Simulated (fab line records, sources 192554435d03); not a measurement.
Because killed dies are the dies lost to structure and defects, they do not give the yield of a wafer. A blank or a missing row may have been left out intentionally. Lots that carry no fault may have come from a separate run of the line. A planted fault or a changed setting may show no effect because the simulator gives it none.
fab line records	flow n5-finfet
record lots=6	wafers=16	last-day=18
route steps=1938 shown BEOL_M4@1050
lots that met no fault: from a run of the same line without faults
start-h: hours from the record's opening day to when the first of the lot's shown wafers began	wait-h: hours elapsed since this lot's preceding step	" same as the row above	L1.1+2: a single row standing in for several wafers	- value missing, or start not given	* or withheld: withheld	< > ~ a bound
route shown NAME@n: NAME is a module with steps in the file, n the number in the route of the first one	usual: mean/standard deviation of fault-free wafers	same: alike in all rows	chamber/n: place in a boat	sites: each site's reading	_std_site: the standard deviation of these	_edge_site: inner sites' mean taken away from outer sites' mean	radius-mm: for every site, how far away it sits from the centre of the wafer	mask NAME#n: copy n	behind: tool/chamber where the wafer was last shaped	hold: why the lot was held/for how many hours/how that ended	device: names the non-switching transistor (n, p or np)	end of line: the same wafers' tests at the end of the route	a step with no rows: only its recipe	killed: dies lost to structure and defects at the first sort, not the wafer's yield	map: dies across one wafer; x = killed, . = not, _ = none there
set.NAME: the setting the step ran with; set.NAME@STEP: the setting that earlier step ran with	model.NAME: the simulator's own value behind a step, which no gauge read
certain route steps with their lots: each step a table, each wafer a row
services: the hour from which a tool's chamber was out of use, counted from the record's first day as start-h (under 0 if before that day), plus the number of hours and why
## steps
# step N5_BEOL_M4_COAT_22
# recipe resist=CAR-EUV	spin-rpm=1500	resist-thk-nm=30
# step N5_BEOL_M4_EBR_24
# recipe solvent=PGMEA	ebr-width-mm=1.5
# step N5_BEOL_M4_SOFTBAKE_23
# recipe temp-c=110	time-s=60	resist=CAR-EUV
# step N5_BEOL_M4_EXPOSE_25
# recipe mask-id=V3	na=0.33	source-shape=quasar	sigma-inner=0.2	sigma-outer=0.8	polarization=unpolarized	defocus-nm=5	dose-mj=63
# step N5_BEOL_M4_PEB_26
# recipe peb-temp-c=100	peb-time-s=60	resist=CAR-EUV
# step N5_BEOL_M4_DEVELOP_27
# recipe develop-time-s=30	developer=TMAH	resist=CAR-EUV	rinse-liquid=surfactant-rinse	dry=air-spin	dev-temp-c=23
# step N5_BEOL_M4_CD_MEAS_28
# recipe target-cd-nm=26.2	landing-energy-ev=500	detector=se-inlens	target-cd-y-nm=24.1	polarity=opening
# usual cd-nm=26.14/0.24
lot.wafer	tool	chamber	start-h	wait-h	cd-nm
L971.1	cd-sem-03	0	190.00	-	26.24
L971.5	"	0	"	"	26.19
L971.6	"	0	"	"	26.51
L972.2	cd-sem-01	0	197.89	-	26.08
L972.4	"	0	"	"	26.51
L972.5	"	0	"	"	26.09
L984.2	cd-sem-01	0	281.35	-	25.89
L986.1	cd-sem-01	0	286.23	-	25.78
L986.3	"	0	"	"	26.25
L986.6	"	0	"	"	26.09
L985.2	cd-sem-03	0	296.51	-	26.07
L985.4	"	0	"	"	25.95
L985.5	"	0	"	"	26.08
L987.2	cd-sem-03	0	298.77	-	25.96
L987.3	"	0	"	"	26.18
L987.6	"	0	"	"	25.86
# step N5_BEOL_M4_OVL_MEAS_29
# recipe points-per-wafer=522
# usual V3_OVL=0.2/0.57
lot.wafer	tool	chamber	start-h	wait-h	V3_OVL[nm]
L971.1	overlay-01	0	190.03	0.0	-0.6
L971.5	"	0	"	"	-0.7
L971.6	"	0	"	"	-0.4
L972.2	overlay-01	0	197.92	0.0	0.2
L972.4	"	0	"	"	0.9
L972.5	"	0	"	"	0.6
L984.2	overlay-02	0	281.39	0.0	-0.9
L986.1	overlay-02	0	286.26	0.0	-0.5
L986.3	"	0	"	"	-0.5
L986.6	"	0	"	"	-0.9
L985.2	overlay-02	0	296.55	0.0	0.0
L985.4	"	0	"	"	-0.3
L985.5	"	0	"	"	-0.4
L987.2	overlay-02	0	298.80	0.0	-0.8
L987.3	"	0	"	"	-0.4
L987.6	"	0	"	"	-0.5
# step N5_BEOL_M4_INSPECT_30
# recipe mode=adi	inspect-instrument=brightfield
# usual raw-defect-count=374/97
lot.wafer	tool	chamber	start-h	wait-h	raw-defect-count
L971.1	defect-inspect-02	-	190.09	0.1	350
L971.5	"	-	"	"	578
L971.6	"	-	"	"	404
L972.2	defect-inspect-01	-	197.97	0.0	559
L972.4	"	-	"	"	471
L972.5	"	-	"	"	553
L984.2	defect-inspect-02	-	281.44	0.0	313
L986.1	defect-inspect-02	-	286.33	0.1	507
L986.3	"	-	"	"	299
L986.6	"	-	"	"	378
L985.2	defect-inspect-01	-	296.60	0.0	432
L985.4	"	-	"	"	407
L985.5	"	-	"	"	440
L987.2	defect-inspect-02	-	298.86	0.0	381
L987.3	"	-	"	"	560
L987.6	"	-	"	"	426
# step N5_BEOL_M4_DESCUM_33
# recipe chemistry=O2	time-s=7	source-power-w=50	bias-power-w=20	pressure-mtorr=20	rf-frequency-hz=2.712e+07	temp-c=40	resist=CAR-EUV	o2-flow-sccm=225
# usual drypump-motor-current-A=5.7/0.44	oes-product-au=0.76/0.092	rf-vpp-V=243.1/1.7	showerhead-plenum-p-Torr=2.09/0.11	throttle-valve-pct=20.48/0.16
lot.wafer	tool	chamber	start-h	wait-h	drypump-motor-current-A	oes-product-au	rf-hours-counter-h	rf-vpp-V	showerhead-plenum-p-Torr	throttle-valve-pct
L971.1	rie-diel-05	2	190.13	0.0	5.4	0.67	244	243.2	1.98	20.48
L971.5	"	2	"	"	5.4	0.67	-	241.1	1.98	20.47
L971.6	"	3	"	"	5.2	0.71	-	243.3	2.07	20.42
L972.2	rie-diel-05	2	198.01	0.0	5.4	0.67	248	240.3	1.97	20.49
L972.4	"	0	"	"	5.3	0.75	163	240.3	1.90	20.57
L972.5	"	2	"	"	5.4	0.68	-	241.4	1.97	20.48
L984.2	rie-diel-05	3	281.47	0.0	5.1	0.69	244	241.4	2.05	20.49
L986.1	rie-diel-06	3	286.37	0.0	5.8	0.75	166	244.3	2.18	20.58
L986.3	"	0	"	"	6.0	0.73	182	243.1	2.19	20.69
L986.6	"	2	"	"	5.6	0.67	-	241.9	1.98	20.60
L985.2	rie-diel-01	0	297.32	0.7	5.5	0.75	129	243.9	2.11	20.36
L985.4	"	1	"	"	6.1	0.68	242	243.3	2.04	20.54
L985.5	"	1	"	"	6.1	0.68	-	240.9	2.04	20.55
L987.2	rie-diel-05	0	298.89	0.0	5.3	0.72	201	241.8	1.89	20.64
L987.3	"	1	"	"	6.6	0.91	53	245.0	2.23	20.64
L987.6	"	2	"	"	5.4	0.90	-	245.8	2.23	20.08
# step N5_BEOL_M4_ETCH_77
# recipe chemistry=N2/H2	target=underlayer	target-depth-a=65	mask-material=CAR-EUV	time-s=5.2	ion-energy-ev=200	pressure-mtorr=30	source-w=840	bias-w=150	n2-flow-sccm=200	h2-flow-sccm=200	ends=cleared
# usual drypump-motor-current-A=5.7/0.45	etch-rf-on-time-s=5.23/0.12	h2-flow-sccm=200.0/0.68	oes-product-au=0.65/0.076	rf-vpp-V=524/3.7	showerhead-plenum-p-Torr=2.54/0.12	throttle-valve-pct=17.92/0.24
lot.wafer	tool	chamber	start-h	wait-h	drypump-motor-current-A	etch-rf-on-time-s	h2-flow-sccm	oes-product-au	rf-hours-counter-h	rf-vpp-V	showerhead-plenum-p-Torr	throttle-valve-pct
L971.1	rie-diel-05	2	190.16	0.0	5.4	5.35	201.0	0.57	244	521	2.40	17.91
L971.5	"	2	"	"	5.4	5.31	200.0	0.57	-	519	2.40	17.92
L971.6	"	3	"	"	5.1	5.21	200.2	0.61	-	523	2.50	17.78
L972.2	rie-diel-05	2	198.04	0.0	5.4	5.37	199.7	0.58	248	518	2.40	17.91
L972.4	"	0	"	"	5.3	5.23	200.4	0.65	163	517	2.35	18.22
L972.5	"	2	"	"	5.5	5.36	200.3	0.57	-	519	2.40	17.94
L984.2	rie-diel-05	3	281.51	0.0	5.2	5.26	201.0	0.59	244	521	2.48	17.84
L986.1	rie-diel-06	3	286.40	0.0	5.7	5.31	200.5	0.64	166	527	2.62	17.75
L986.3	"	0	"	"	6.0	5.49	199.9	0.61	182	526	2.63	17.98
L986.6	"	2	"	"	5.6	5.13	199.5	0.58	-	523	2.40	18.03
L985.2	rie-diel-01	0	297.35	0.0	5.5	5.28	198.6	0.64	129	522	2.55	17.71
L985.4	"	1	"	"	6.1	5.40	200.4	0.58	242	524	2.52	18.26
L985.5	"	1	"	"	6.1	5.45	200.1	0.58	-	525	2.52	18.26
L987.2	rie-diel-05	0	298.92	0.0	5.3	5.29	199.9	0.60	201	517	2.33	18.29
L987.3	"	1	"	"	6.6	5.08	199.7	0.76	53	529	2.72	18.03
L987.6	"	2	"	"	5.5	5.18	200.8	0.77	-	531	2.71	17.47
# step N5_BEOL_M4_ETCH_69
# recipe chemistry=CF4	target=SiARC	target-depth-a=156	mask-material=CAR-EUV	time-s=26	ion-energy-ev=80	pressure-mtorr=40	source-w=545	bias-w=36	Ar_flow_sccm=100	cf4-flow-sccm=100	ends=cleared
# usual drypump-motor-current-A=5.7/0.44	etch-rf-on-time-s=26.2/0.6	oes-product-au=0.65/0.075	rf-vpp-V=184.0/1.4	showerhead-plenum-p-Torr=2.14/0.1	throttle-valve-pct=15.69/0.2
lot.wafer	tool	chamber	start-h	wait-h	drypump-motor-current-A	etch-rf-on-time-s	oes-product-au	rf-hours-counter-h	rf-vpp-V	showerhead-plenum-p-Torr	throttle-valve-pct
L971.1	rie-diel-05	2	190.18	0.0	5.5	26.7	0.58	244	182.7	2.03	15.71
L971.5	"	2	"	"	5.4	26.8	0.58	-	182.4	2.03	15.73
L971.6	"	3	"	"	5.1	26.1	0.61	-	183.3	2.13	15.71
L972.2	rie-diel-05	2	198.06	0.0	5.5	26.6	0.58	248	182.2	2.03	15.72
L972.4	"	0	"	"	5.3	26.1	0.64	163	181.8	1.97	15.84
L972.5	"	2	"	"	5.4	26.9	0.58	-	182.2	2.03	15.73
L984.2	rie-diel-05	3	281.52	0.0	5.1	26.5	0.59	244	186.2	2.12	15.77
L986.1	rie-diel-06	3	286.42	0.0	5.7	26.5	0.64	166	184.1	2.23	15.78
L986.3	"	0	"	"	6.0	27.3	0.61	182	184.4	2.21	15.66
L986.6	"	2	"	"	5.6	25.6	0.59	-	181.5	2.02	15.74
L985.2	rie-diel-01	0	297.37	0.0	5.5	26.7	0.63	129	184.0	2.14	15.46
L985.4	"	1	"	"	6.1	26.9	0.57	242	183.9	2.12	16.05
L985.5	"	1	"	"	6.1	27.0	0.57	-	182.6	2.12	16.04
L987.2	rie-diel-05	0	298.94	0.0	5.3	26.6	0.61	201	182.4	1.96	15.94
L987.3	"	1	"	"	6.6	25.4	0.77	53	185.7	2.27	15.72
L987.6	"	2	"	"	5.5	25.9	0.76	-	185.5	2.27	15.27
# step N5_BEOL_M4_ALD_98
# recipe material=SiO2	target-thk-a=25	temp-c=100	ald-precursor-family=BDEAS	ald-co-reactant=O2-plasma	pulse-time-s=1	co-reactant-pulse-time-s=1	purge-time-s=2	co-reactant-purge-time-s=2	ald-cycles=17	pressure-torr=2
# usual heater-power-w=76/7.4	precursor-pulse-height-rel=1.000/0.017	susceptor-temp-C=100.00/0.14
lot.wafer	tool	chamber	start-h	wait-h	heater-power-w	precursor-pulse-height-rel	susceptor-temp-C
L971.1	ald-sin-04	1	190.75	0.5	70	1.018	99.82
L971.5	"	2	"	"	87	0.963	99.98
L971.6	"	3	"	"	90	1.002	100.06
L972.2	ald-sin-02	2	198.24	0.2	79	0.978	100.14
L972.4	"	3	"	"	69	0.995	100.07
L972.5	"	2	"	"	79	0.954	100.22
L984.2	ald-sin-02	1	281.69	0.1	65	0.997	98.61
L986.1	ald-sin-03	2	286.50	0.1	71	1.026	100.11
L986.3	"	1	"	"	70	0.998	99.94
L986.6	"	1	"	"	70	0.995	100.13
L985.2	ald-sin-02	1	297.45	0.1	67	1.004	98.84
L985.4	"	0	"	"	74	1.033	99.98
L985.5	"	2	"	"	81	1.013	100.30
L987.2	ald-sin-04	2	299.02	0.1	88	0.995	100.01
L987.3	"	3	"	"	89	0.980	100.04
L987.6	"	2	"	"	89	1.001	100.03
# step N5_BEOL_M4_ETCHBACK_99
# recipe chemistry=CHF3	target=SiO2	target-depth-a=50	time-s=10.4	source-w=215	bias-w=47	Ar_flow_sccm=200	CHF3_flow_sccm=12	ion-energy-ev=100	pressure-mtorr=30
# usual drypump-motor-current-A=5.8/0.42	oes-product-au=0.77/0.092	rf-vpp-V=240/3.6	showerhead-plenum-p-Torr=2.16/0.089	throttle-valve-pct=17.10/0.18
lot.wafer	tool	chamber	start-h	wait-h	drypump-motor-current-A	oes-product-au	rf-hours-counter-h	rf-vpp-V	showerhead-plenum-p-Torr	throttle-valve-pct
L971.1	rie-diel-01	0	192.59	1.8	5.5	0.79	86	240	2.17	16.85
L971.5	"	3	"	"	5.3	0.71	-	242	2.13	17.11
L971.6	"	2	"	"	6.4	0.68	-	243	2.20	17.10
L972.2	rie-diel-01	3	203.00	4.7	5.3	0.71	226	244	2.13	17.15
L972.4	"	1	"	"	6.1	0.70	204	234	2.13	17.31
L972.5	"	2	"	"	6.3	0.67	-	242	2.20	17.10
L984.2	rie-diel-06	2	283.36	1.6	5.6	0.68	249	243	2.02	17.13
L986.1	rie-diel-05	3	287.32	0.8	5.1	0.69	246	234	2.13	17.25
L986.3	"	2	"	"	5.4	0.91	21	249	2.30	16.78
L986.6	"	0	"	"	5.3	0.72	-	238	1.97	17.41
L985.2	rie-diel-05	2	304.42	6.9	5.5	0.89	28	249	2.30	16.81
L985.4	"	2	"	"	5.4	0.89	-	249	2.30	16.81
L985.5	"	0	"	"	5.3	0.71	-	238	1.96	17.42
L987.2	rie-diel-01	2	304.61	5.5	6.4	0.92	20	240	2.19	16.67
L987.3	"	0	"	"	5.5	0.75	131	239	2.16	16.94
L987.6	"	3	"	"	5.3	0.96	-	243	2.12	16.74
# step N5_BEOL_M4_RC_MEAS_101
# usual DIBL_N=35.9/1.4	DIBL_P=35.9/1.7	IOFF_N=0.160/0.026	IOFF_P=0.21/0.036	ION_N=672/11	ION_P=461/8.1	SS_N=71.4/0.54	SS_P=73.2/0.67	VT_N=249.3/2.7	VT_P=-250/3.9
lot.wafer	tool	chamber	start-h	wait-h	DIBL_N[mV/V]	DIBL_P[mV/V]	IOFF_N[nA/um]	IOFF_P[nA/um]	ION_N[uA/um]	ION_P[uA/um]	SS_N[mV/dec]	SS_P[mV/dec]	VT_N[mV]	VT_P[mV]
L971.1	prober-01	0	197.43	0.0	35.6	36.0	0.145	0.20	664	454	71.7	72.9	250.9	-252
L971.5	"	0	"	"	33.9	35.2	0.126	0.19	665	459	70.2	73.1	252.5	-250
L971.6	"	0	"	"	35.0	35.5	0.149	0.19	662	459	71.4	72.1	251.5	-251
L972.2	prober-01	0	208.83	0.2	37.1	36.9	0.186	0.25	668	463	71.2	73.8	245.6	-246
L972.4	"	0	"	"	35.4	33.7	0.149	0.19	678	465	71.2	72.4	249.2	-250
L972.5	"	0	"	"	35.9	35.5	0.161	0.23	674	477	70.9	73.4	248.7	-245
L984.2	prober-01	0	288.54	0.2	36.4	36.7	0.167	0.25	660	463	72.0	73.4	248.3	-246
L986.1	prober-02	0	291.59	0.0	37.4	37.5	0.186	0.24	686	467	71.7	73.2	244.6	-249
L986.3	"	0	"	"	36.3	35.5	0.146	0.21	669	461	71.2	72.5	250.1	-248
L986.6	"	0	"	"	37.3	36.0	0.164	0.21	661	456	71.2	73.2	250.7	-252
L985.2	prober-02	0	309.51	0.2	36.5	34.8	0.142	0.16	669	456	71.0	73.1	250.3	-257
L985.4	"	0	"	"	36.6	35.4	0.139	0.16	658	447	71.4	73.3	253.1	-257
L985.5	"	0	"	"	35.4	33.4	0.124	0.14	665	448	70.8	72.6	252.1	-257
L987.2	prober-01	0	309.85	0.2	34.5	35.1	0.159	0.19	681	463	71.0	73.0	249.1	-252
L987.3	"	0	"	"	35.1	37.1	0.174	0.22	690	470	71.7	73.1	246.4	-252
L987.6	"	0	"	"	34.4	35.6	0.158	0.20	682	466	71.4	72.7	248.8	-251
## services
tool	chamber	start-h	hours	kind
ald-sin-04	-	176.75	14.0	pm
rie-diel-05	2	204.27	-	clean
rie-diel-05	2	204.27	-	consumable-replace:focus-ring
rie-diel-05	2	204.27	-	consumable-replace:showerhead
rie-diel-05	2	204.27	26.8	scheduled-down
rie-diel-05	2	204.27	26.8	vent-cycle
rie-diel-06	1	211.69	-	clean
ald-sin-04	3	217.49	9.3	repair
rie-diel-05	1	221.26	6.6	repair
rie-diel-01	2	235.67	-	clean
rie-diel-01	2	235.67	-	consumable-replace:focus-ring
rie-diel-01	2	235.67	13.8	scheduled-down
rie-diel-01	2	235.67	13.8	vent-cycle
rie-diel-01	2	252.91	7.8	repair
ald-sin-02	1	253.99	2.6	repair
rie-diel-01	3	260.69	-	clean
rie-diel-01	3	260.69	-	consumable-replace:focus-ring
rie-diel-01	3	260.69	22.1	scheduled-down
rie-diel-01	3	260.69	22.1	vent-cycle
ald-sin-04	0	288.93	10.3	repair
rie-diel-05	3	297.49	-	clean
rie-diel-05	3	297.49	-	consumable-replace:focus-ring
rie-diel-05	3	297.49	20.9	scheduled-down
rie-diel-05	3	297.49	20.9	vent-cycle
## key
first-sign step=N5_BEOL_M4_ALD_98	reading=susceptor-temp-C	direction=down	sigmas=9.1	usual=*	struck=*
effect none on later readings
met-at N5_BEOL_M4_ALD_98
struck-wafers L984.2,L985.2
earlier-fault kind=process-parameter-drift	tool=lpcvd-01	chamber=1	onset-h=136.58	steps=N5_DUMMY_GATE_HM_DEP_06	channel=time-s	offset=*	shape=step	acts-in=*	stated=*
fault kind=process-parameter-drift	tool=ald-sin-02	chamber=1	onset-h=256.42	steps=N5_BEOL_M4_ALD_98	channel=temp-c	offset=*	shape=step	acts-in=*	stated=*
